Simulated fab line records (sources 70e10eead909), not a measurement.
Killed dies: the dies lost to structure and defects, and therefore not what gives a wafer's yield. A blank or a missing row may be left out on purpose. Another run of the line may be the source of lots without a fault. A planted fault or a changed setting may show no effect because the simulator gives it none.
Matching of chambers    flow nandHarc    4 sister chambers for NHARC_A_BLC_ALD_23 on aldMetal-04
The step deposits TiN, target thk 3 nm, pulse time 1 s, ald cycles 150. 14 wafers are shown with their chamber, then 7 later ones without.

== WAFERS WITH THEIR CHAMBER ==
wafer   chamber  heaterPowerW (W)  precursorPulseHeightRel
L836.1  2        1090              1.045
L836.2  3        1099              0.995
L836.5  3        1087              1.026
L837.2  1        962               1.006
L837.3  2        1108              0.997
L837.5  2        1084              1.010
L842.2  1        1017              1.008
L842.4  0        1123              0.985
L842.5  1        993               0.990
L849.4  1        1016              0.992
L849.5  1        979               0.983
L849.6  2        1107              0.981
L855.2  2        1147              0.993
L855.4  1        992               1.034

SIGNATURES (averages over the wafers above)
reading                  chamber 0  chamber 1  chamber 2  chamber 3  scatter within a chamber
heaterPowerW             1123.00    993.17     1107.20    1093.00    21.8
precursorPulseHeightRel  0.98500    1.00217    1.00520    1.01050    0.0214
Rule: a wafer's distance from a chamber is the root of the sum, over the readings, of the square of ((its reading less the chamber's mean) divided by the reading's scatter). The wafer belongs to the nearest chamber; if the next one is less than 2 further off, it can't be placed. How the scatter is found: for the shown wafers, subtract from each reading the mean of its chamber, square and add these, divide the total by (wafers less chambers), then take the root.

== WAFERS WITHOUT THEIR CHAMBER ==
wafer   heaterPowerW (W)  precursorPulseHeightRel
L855.6  1129              1.023
L857.1  1134              0.973
L857.2  1087              1.009
L857.3  1122              1.005
L858.2  1051              0.993
L858.4  1133              1.010
L858.6  1054              0.995

== CHAMBER TAKEN BY EACH ==
wafer   from the rows above                in truth
L855.6  can't be placed: 2 or 3 or 0       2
L857.1  can't be placed: 0 or 2 or 3       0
L857.2  can't be placed: 3 or 2 or 0       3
L857.3  can't be placed: 2 or 0 or 3       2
L858.2  can't be placed: 3 or 2 or 1 or 0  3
L858.4  can't be placed: 2 or 0 or 3       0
L858.6  can't be placed: 3 or 2 or 1 or 0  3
Correctly placed: 0 of 7. These rows do not allow placing 7 (true chamber among the candidates in 7). Placed wrongly: 0.
